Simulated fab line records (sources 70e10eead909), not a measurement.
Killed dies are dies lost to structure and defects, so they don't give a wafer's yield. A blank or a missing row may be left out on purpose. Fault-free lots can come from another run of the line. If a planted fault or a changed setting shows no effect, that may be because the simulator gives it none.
What tool caused it? / flow nand-harc / Sampling: 12 lots, 36 wafers, 5 of 1302 route steps

## WHAT EACH GAUGE READ, for each wafer
NHARC_END_SORT_01. Usual: defect-limited-yield 92.4 %, standard deviation 2.2; killed-at-array 46, standard deviation 15; killed-at-other 1.0, standard deviation 1.3; killed-at-periphery 4, standard deviation 3; killed-dies 51, standard deviation 15; killed-open 3.2, standard deviation 1.8; killed-short 2.5, standard deviation 1.5; sort_bin_2_pct 2.7 %, standard deviation 1.1; sort_bin_3_pct 0.6 %, standard deviation 0.34; sort_bin_4_pct 4.3 %, standard deviation 1.3; sort-n-pass 626, standard deviation 15; sort-rim-yield-pct 89 %, standard deviation 4.4; sort-yield-pct 92.4 %, standard deviation 2.2.
lot=L911; measured=day 26 08:45; on=prober-01; defect-limited-yield (%)=93.4 93.2 93.9; killed-at-array=40 35 37; killed-at-other=0 0 1; killed-at-periphery=5 11 3; killed-dies=45 46 41; killed-open=2 4 0; killed-short=4 4 1; sort_bin_2_pct (%)=1.8 3.2 2.7; sort_bin_3_pct (%)=0.3 0.3 0.4; sort_bin_4_pct (%)=4.6 3.2 3.0; sort-n-pass=632 631 636; sort-rim-yield-pct (%)=88 86 88; sort-yield-pct (%)=93.4 93.2 93.9; flag=
lot=L913; measured=day 26 20:06; on=prober-02; defect-limited-yield (%)=93.8 92.2 94.4; killed-at-array=40 50 35; killed-at-other=0 1 0; killed-at-periphery=2 2 3; killed-dies=42 53 38; killed-open=5 2 3; killed-short=1 7 1; sort_bin_2_pct (%)=2.2 1.6 1.8; sort_bin_3_pct (%)=1.2 0.7 0.3; sort_bin_4_pct (%)=2.8 5.5 3.5; sort-n-pass=635 624 639; sort-rim-yield-pct (%)=90 93 89; sort-yield-pct (%)=93.8 92.2 94.4; flag=
lot=L912; measured=day 27 00:22; on=prober-01; defect-limited-yield (%)=90.4 93.5 92.5; killed-at-array=61 40 47; killed-at-other=0 1 2; killed-at-periphery=4 3 2; killed-dies=65 44 51; killed-open=3 3 3; killed-short=1 2 2; sort_bin_2_pct (%)=3.5 1.8 2.8; sort_bin_3_pct (%)=0.9 0.3 1.0; sort_bin_4_pct (%)=5.2 4.4 3.7; sort-n-pass=612 633 626; sort-rim-yield-pct (%)=90 86 80; sort-yield-pct (%)=90.4 93.5 92.5; flag=
lot=L914; measured=day 27 14:20; on=prober-02; defect-limited-yield (%)=92.9 93.2 93.5; killed-at-array=46 44 44; killed-at-other=0 0 0; killed-at-periphery=2 2 0; killed-dies=48 46 44; killed-open=6 4 3; killed-short=0 1 2; sort_bin_2_pct (%)=1.9 2.1 2.8; sort_bin_3_pct (%)=0.9 0.7 0.6; sort_bin_4_pct (%)=4.3 4.0 3.1; sort-n-pass=629 631 633; sort-rim-yield-pct (%)=89 88 87; sort-yield-pct (%)=92.9 93.2 93.5; flag=
lot=L916; measured=day 27 14:19; on=prober-01; defect-limited-yield (%)=92.6 93.6 92.5; killed-at-array=47 43 47; killed-at-other=2 0 2; killed-at-periphery=1 0 2; killed-dies=50 43 51; killed-open=2 2 6; killed-short=3 3 2; sort_bin_2_pct (%)=2.8 1.6 3.0; sort_bin_3_pct (%)=0.3 0.4 0.3; sort_bin_4_pct (%)=4.3 4.3 4.3; sort-n-pass=627 634 626; sort-rim-yield-pct (%)=96 85 89; sort-yield-pct (%)=92.6 93.6 92.5; flag=
lot=L917; measured=day 28 07:32; on=prober-01; defect-limited-yield (%)=85.8 90.5 88.3; killed-at-array=85 57 73; killed-at-other=1 1 3; killed-at-periphery=10 6 3; killed-dies=96 64 79; killed-open=3 3 2; killed-short=4 4 1; sort_bin_2_pct (%)=5.5 3.4 4.9; sort_bin_3_pct (%)=1.6 0.6 0.9; sort_bin_4_pct (%)=7.1 5.5 5.9; sort-n-pass=581 613 598; sort-rim-yield-pct (%)=87 85 92; sort-yield-pct (%)=85.8 90.5 88.3; flag=
lot=L919; measured=day 28 16:05; on=prober-02; defect-limited-yield (%)=94.8 93.6 96.5; killed-at-array=33 36 19; killed-at-other=0 0 0; killed-at-periphery=2 7 5; killed-dies=35 43 24; killed-open=6 2 3; killed-short=5 3 2; sort_bin_2_pct (%)=0.9 2.1 1.2; sort_bin_3_pct (%)=0.1 0.1 0.3; sort_bin_4_pct (%)=4.1 4.1 2.1; sort-n-pass=642 634 653; sort-rim-yield-pct (%)=92 89 92; sort-yield-pct (%)=94.8 93.6 96.5; flag=
lot=L921; measured=day 29 12:16; on=prober-01; defect-limited-yield (%)=93.4 92.6 93.9; killed-at-array=39 43 40; killed-at-other=1 0 0; killed-at-periphery=5 7 1; killed-dies=45 50 41; killed-open=3 1 3; killed-short=3 2 3; sort_bin_2_pct (%)=2.7 1.8 1.9; sort_bin_3_pct (%)=0.4 0.1 0.9; sort_bin_4_pct (%)=3.5 5.5 3.2; sort-n-pass=632 627 636; sort-rim-yield-pct (%)=89 90 90; sort-yield-pct (%)=93.4 92.6 93.9; flag=
lot=L922; measured=day 30 02:52; on=prober-02; defect-limited-yield (%)=88.2 89.7 88.3; killed-at-array=72 64 75; killed-at-other=1 3 2; killed-at-periphery=7 3 2; killed-dies=80 70 79; killed-open=3 6 2; killed-short=1 5 1; sort_bin_2_pct (%)=4.1 3.4 5.9; sort_bin_3_pct (%)=0.7 0.7 0.9; sort_bin_4_pct (%)=6.9 6.2 4.9; sort-n-pass=597 607 598; sort-rim-yield-pct (%)=90 78 85; sort-yield-pct (%)=88.2 89.7 88.3; flag=
lot=L924; measured=day 30 22:49; on=prober-02; defect-limited-yield (%)=93.5 94.8 94.8; killed-at-array=34 33 28; killed-at-other=0 0 0; killed-at-periphery=10 2 7; killed-dies=44 35 35; killed-open=4 1 2; killed-short=3 2 1; sort_bin_2_pct (%)=1.8 1.2 1.6; sort_bin_3_pct (%)=0.6 0.3 0; sort_bin_4_pct (%)=4.1 3.7 3.5; sort-n-pass=633 642 642; sort-rim-yield-pct (%)=93 95 99; sort-yield-pct (%)=93.5 94.8 94.8; flag=
lot=L925; measured=day 31 19:50; on=prober-01; defect-limited-yield (%)=88.5 87.3 89.8; killed-at-array=76 79 64; killed-at-other=0 4 1; killed-at-periphery=2 3 4; killed-dies=78 86 69; killed-open=1 7 5; killed-short=5 3 2; sort_bin_2_pct (%)=6.4 2.8 3.8; sort_bin_3_pct (%)=0.3 1.3 1.6; sort_bin_4_pct (%)=4.9 8.6 4.7; sort-n-pass=599 591 608; sort-rim-yield-pct (%)=89 90 79; sort-yield-pct (%)=88.5 87.3 89.8; flag=
lot=L926; measured=day 32 04:22; on=prober-01; defect-limited-yield (%)=91.9 90.7 92.9; killed-at-array=47 48 42; killed-at-other=6 5 2; killed-at-periphery=2 10 4; killed-dies=55 63 48; killed-open=3 2 4; killed-short=4 0 3; sort_bin_2_pct (%)=3.1 3.1 2.2; sort_bin_3_pct (%)=0.6 0.6 0.4; sort_bin_4_pct (%)=4.4 5.6 4.4; sort-n-pass=622 614 629; sort-rim-yield-pct (%)=88 86 92; sort-yield-pct (%)=91.9 90.7 92.9; flag=

## WHICH TOOL RAN EACH LOT (tool, then ch and the chambers of the sampled wafers, then the start)
lot=L911; NHARC_A_M0_PRE_CLEAN_29=pvd-sputter-01, day 23 18:28 or earlier; NHARC_A_M0_PVD_21=pvd-sputter-01, day 23 18:28 or earlier; NHARC_A_M0_CMP_23=cmp-01 ch 1,2, day 23 18:28; NHARC_A_M1_SOFTBAKE_04=litho-track-06 ch 0, day 23 20:00
lot=L913; NHARC_A_M0_PRE_CLEAN_29=pvd-sputter-03, day 24 22:49 or earlier; NHARC_A_M0_PVD_21=pvd-sputter-03, day 24 22:49 or earlier; NHARC_A_M0_CMP_23=cmp-04 ch 2,3, day 24 22:49; NHARC_A_M1_SOFTBAKE_04=litho-track-01 ch 0, day 25 00:00
lot=L912; NHARC_A_M0_PRE_CLEAN_29=pvd-sputter-02, day 25 07:46 or earlier; NHARC_A_M0_PVD_21=pvd-sputter-02, day 25 07:46 or earlier; NHARC_A_M0_CMP_23=cmp-01 ch 0,2, day 25 07:46; NHARC_A_M1_SOFTBAKE_04=litho-track-01 ch 0, day 25 09:00
lot=L914; NHARC_A_M0_PRE_CLEAN_29=pvd-sputter-02, day 26 00:59 or earlier; NHARC_A_M0_PVD_21=pvd-sputter-02, day 26 00:59 or earlier; NHARC_A_M0_CMP_23=cmp-01 ch 0,3, day 26 00:59; NHARC_A_M1_SOFTBAKE_04=litho-track-01 ch 0, day 26 02:00
lot=L916; NHARC_A_M0_PRE_CLEAN_29=pvd-sputter-01, day 26 03:00 or earlier; NHARC_A_M0_PVD_21=pvd-sputter-01, day 26 03:00 or earlier; NHARC_A_M0_CMP_23=cmp-01 ch 0,2, day 26 03:00; NHARC_A_M1_SOFTBAKE_04=litho-track-01 ch 0, day 26 04:00
lot=L917; NHARC_A_M0_PRE_CLEAN_29=pvd-sputter-02, day 26 17:52 or earlier; NHARC_A_M0_PVD_21=pvd-sputter-02, day 26 17:52 or earlier; NHARC_A_M0_CMP_23=cmp-02 ch 1,2,3, day 26 17:52; NHARC_A_M1_SOFTBAKE_04=litho-track-04 ch 0, day 26 19:00
lot=L919; NHARC_A_M0_PRE_CLEAN_29=pvd-sputter-01, day 26 20:01 or earlier; NHARC_A_M0_PVD_21=pvd-sputter-01, day 26 20:01 or earlier; NHARC_A_M0_CMP_23=cmp-01 ch 0,3, day 26 20:01; NHARC_A_M1_SOFTBAKE_04=litho-track-01 ch 0, day 26 21:00
lot=L921; NHARC_A_M0_PRE_CLEAN_29=pvd-sputter-03, day 27 20:25 or earlier; NHARC_A_M0_PVD_21=pvd-sputter-03, day 27 20:25 or earlier; NHARC_A_M0_CMP_23=cmp-02 ch 1,2, day 27 20:25; NHARC_A_M1_SOFTBAKE_04=litho-track-06 ch 0, day 27 21:00
lot=L922; NHARC_A_M0_PRE_CLEAN_29=pvd-sputter-01, day 28 12:38 or earlier; NHARC_A_M0_PVD_21=pvd-sputter-01, day 28 12:38 or earlier; NHARC_A_M0_CMP_23=cmp-01 ch 0,1,3, day 28 12:38; NHARC_A_M1_SOFTBAKE_04=litho-track-06 ch 0, day 28 14:00
lot=L924; NHARC_A_M0_PRE_CLEAN_29=pvd-sputter-01, day 29 08:50 or earlier; NHARC_A_M0_PVD_21=pvd-sputter-01, day 29 08:50 or earlier; NHARC_A_M0_CMP_23=cmp-04 ch 0,2,3, day 29 08:50; NHARC_A_M1_SOFTBAKE_04=litho-track-06 ch 0, day 29 10:00
lot=L925; NHARC_A_M0_PRE_CLEAN_29=pvd-sputter-01, day 30 02:07 or earlier; NHARC_A_M0_PVD_21=pvd-sputter-01, day 30 02:07 or earlier; NHARC_A_M0_CMP_23=cmp-02 ch 0,1,2, day 30 02:07; NHARC_A_M1_SOFTBAKE_04=litho-track-04 ch 0, day 30 03:00
lot=L926; NHARC_A_M0_PRE_CLEAN_29=pvd-sputter-01, day 30 12:58 or earlier; NHARC_A_M0_PVD_21=pvd-sputter-01, day 30 12:58 or earlier; NHARC_A_M0_CMP_23=cmp-01 ch 1,2,3, day 30 12:58; NHARC_A_M1_SOFTBAKE_04=litho-track-04 ch 0, day 30 14:00
- NHARC_A_M0_PRE_CLEAN_29: time 30 s.
- NHARC_A_M0_PVD_21: deposits Cu, target thk 30 nm, time 20.49 s.
- NHARC_A_M0_CMP_23: polishes, t overpolish 20 s, target thk 113.75 nm.
- NHARC_A_M1_SOFTBAKE_04: time 55 s.

## WHAT THE TOOLS THEMSELVES READ (means of the sampled wafers that have a number; where no wafer has one, the mark that the record gives instead)
NHARC_A_M0_PRE_CLEAN_29. Usual: heater-power-w at 409 W, with a standard deviation of 30.
lot=L911; tool=pvd-sputter-01; heater-power-w (W)=406; flag=
lot=L913; tool=pvd-sputter-03; heater-power-w (W)=407; flag=
lot=L912; tool=pvd-sputter-02; heater-power-w (W)=404; flag=
lot=L914; tool=pvd-sputter-02; heater-power-w (W)=411; flag=
lot=L916; tool=pvd-sputter-01; heater-power-w (W)=419; flag=
lot=L917; tool=pvd-sputter-02; heater-power-w (W)=395; flag=
lot=L919; tool=pvd-sputter-01; heater-power-w (W)=420; flag=
lot=L921; tool=pvd-sputter-03; heater-power-w (W)=419; flag=
lot=L922; tool=pvd-sputter-01; heater-power-w (W)=395; flag=
lot=L924; tool=pvd-sputter-01; heater-power-w (W)=443; flag=
lot=L925; tool=pvd-sputter-01; heater-power-w (W)=422; flag=
lot=L926; tool=pvd-sputter-01; heater-power-w (W)=409; flag=

NHARC_A_M0_PVD_21. Usual: cathode-dc-power-W 5000.0 W, standard deviation 0.94; throttle-valve-pct 30.1 %, standard deviation 0.99.
lot=L911; tool=pvd-sputter-01; cathode-dc-power-W (W)=5000.6; throttle-valve-pct (%)=30.4; flag=
lot=L913; tool=pvd-sputter-03; cathode-dc-power-W (W)=4999.7; throttle-valve-pct (%)=32.1; flag=
lot=L912; tool=pvd-sputter-02; cathode-dc-power-W (W)=4999.6; throttle-valve-pct (%)=29.6; flag=
lot=L914; tool=pvd-sputter-02; cathode-dc-power-W (W)=5000.3; throttle-valve-pct (%)=30.0; flag=
lot=L916; tool=pvd-sputter-01; cathode-dc-power-W (W)=4999.8; throttle-valve-pct (%)=29.9; flag=
lot=L917; tool=pvd-sputter-02; cathode-dc-power-W (W)=4999.2; throttle-valve-pct (%)=29.9; flag=
lot=L919; tool=pvd-sputter-01; cathode-dc-power-W (W)=5000.1; throttle-valve-pct (%)=30.6; flag=
lot=L921; tool=pvd-sputter-03; cathode-dc-power-W (W)=5000.1; throttle-valve-pct (%)=30.1; flag=
lot=L922; tool=pvd-sputter-01; cathode-dc-power-W (W)=4999.9; throttle-valve-pct (%)=30.2; flag=
lot=L924; tool=pvd-sputter-01; cathode-dc-power-W (W)=5000.7; throttle-valve-pct (%)=29.5; flag=
lot=L925; tool=pvd-sputter-01; cathode-dc-power-W (W)=4999.9; throttle-valve-pct (%)=30.0; flag=
lot=L926; tool=pvd-sputter-01; cathode-dc-power-W (W)=4999.4; throttle-valve-pct (%)=30.4; flag=

NHARC_A_M0_CMP_23. Usual: motor-current-A 12.2 A, standard deviation 1.1; slurry-flow-ml-min 150.0, standard deviation 0.46; time-to-endpoint-s 29 s, standard deviation 3.8.
lot=L911; tool=cmp-01; motor-current-A (A)=13.6; slurry-flow-ml-min=150.0; time-to-endpoint-s (s)=25; flag=
lot=L913; tool=cmp-04; motor-current-A (A)=11.2; slurry-flow-ml-min=149.6; time-to-endpoint-s (s)=33; flag=
lot=L912; tool=cmp-01; motor-current-A (A)=13.5; slurry-flow-ml-min=149.5; time-to-endpoint-s (s)=27; flag=
lot=L914; tool=cmp-01; motor-current-A (A)=11.9; slurry-flow-ml-min=149.8; time-to-endpoint-s (s)=29; flag=
lot=L916; tool=cmp-01; motor-current-A (A)=13.3; slurry-flow-ml-min=150.1; time-to-endpoint-s (s)=25; flag=
lot=L917; tool=cmp-02; motor-current-A (A)=11.0; slurry-flow-ml-min=149.9; time-to-endpoint-s (s)=31; flag=
lot=L919; tool=cmp-01; motor-current-A (A)=12.0; slurry-flow-ml-min=149.4; time-to-endpoint-s (s)=27; flag=
lot=L921; tool=cmp-02; motor-current-A (A)=11.5; slurry-flow-ml-min=150.3; time-to-endpoint-s (s)=34; flag=
lot=L922; tool=cmp-01; motor-current-A (A)=12.4; slurry-flow-ml-min=149.9; time-to-endpoint-s (s)=28; flag=
lot=L924; tool=cmp-04; motor-current-A (A)=11.4; slurry-flow-ml-min=149.9; time-to-endpoint-s (s)=32; flag=
lot=L925; tool=cmp-02; motor-current-A (A)=11.7; slurry-flow-ml-min=150.1; time-to-endpoint-s (s)=32; flag=
lot=L926; tool=cmp-01; motor-current-A (A)=12.8; slurry-flow-ml-min=150.4; time-to-endpoint-s (s)=28; flag=

NHARC_A_M1_SOFTBAKE_04. Usual: heater-power-total-W 188.45 W, standard deviation 0.14; plate-temp-C 105.01 C, standard deviation 0.13.
lot=L911; tool=litho-track-06; heater-power-total-W (W)=188.38; plate-temp-C (C)=104.95; flag=
lot=L913; tool=litho-track-01; heater-power-total-W (W)=188.63; plate-temp-C (C)=105.02; flag=
lot=L912; tool=litho-track-01; heater-power-total-W (W)=188.50; plate-temp-C (C)=104.85; flag=
lot=L914; tool=litho-track-01; heater-power-total-W (W)=188.57; plate-temp-C (C)=105.02; flag=
lot=L916; tool=litho-track-01; heater-power-total-W (W)=188.61; plate-temp-C (C)=104.85; flag=
lot=L917; tool=litho-track-04; heater-power-total-W (W)=188.46; plate-temp-C (C)=105.11; flag=
lot=L919; tool=litho-track-01; heater-power-total-W (W)=188.31; plate-temp-C (C)=105.10; flag=
lot=L921; tool=litho-track-06; heater-power-total-W (W)=188.50; plate-temp-C (C)=105.07; flag=
lot=L922; tool=litho-track-06; heater-power-total-W (W)=188.39; plate-temp-C (C)=104.88; flag=
lot=L924; tool=litho-track-06; heater-power-total-W (W)=188.45; plate-temp-C (C)=105.13; flag=
lot=L925; tool=litho-track-04; heater-power-total-W (W)=188.40; plate-temp-C (C)=105.09; flag=
lot=L926; tool=litho-track-04; heater-power-total-W (W)=194.41; plate-temp-C (C)=104.78; flag=OFF

## THE ANSWER, worked out from the rows above alone
Rule: take the mean of a lot's wafers that have a number; if it is more than 3 standard deviations from the usual mean, the lot is off. A lot without any number at a reading at which 4 lots or more have one is off too. All remaining lots with rows at the step are treated as sound. Order of review: gauges by route order, followed by the tools' own readings, for which a lot's mean as printed above is used. At the first step where some lot is off, the reading lying furthest off is the one used; lots without a number count as furthest.
Off at NHARC_A_M1_SOFTBAKE_04 (heater-power-total-W): L926.
If a tool, at that step or one of the process steps before it, ran each lot that is off and ran no sound lot following the first of them, it fits. NHARC_A_M0_PRE_CLEAN_29: start missing for some lots; hours and lot order therefore follow NHARC_A_M0_CMP_23. NHARC_A_M0_PVD_21: start missing for some lots; hours and lot order therefore follow NHARC_A_M0_CMP_23. Can't be told from this: 3 tools fit, pvd-sputter-01 at NHARC_A_M0_PRE_CLEAN_29 and NHARC_A_M0_PVD_21, cmp-01 at NHARC_A_M0_CMP_23, litho-track-04 at NHARC_A_M1_SOFTBAKE_04.

## WHAT THE SIMULATOR HAD PUT IN
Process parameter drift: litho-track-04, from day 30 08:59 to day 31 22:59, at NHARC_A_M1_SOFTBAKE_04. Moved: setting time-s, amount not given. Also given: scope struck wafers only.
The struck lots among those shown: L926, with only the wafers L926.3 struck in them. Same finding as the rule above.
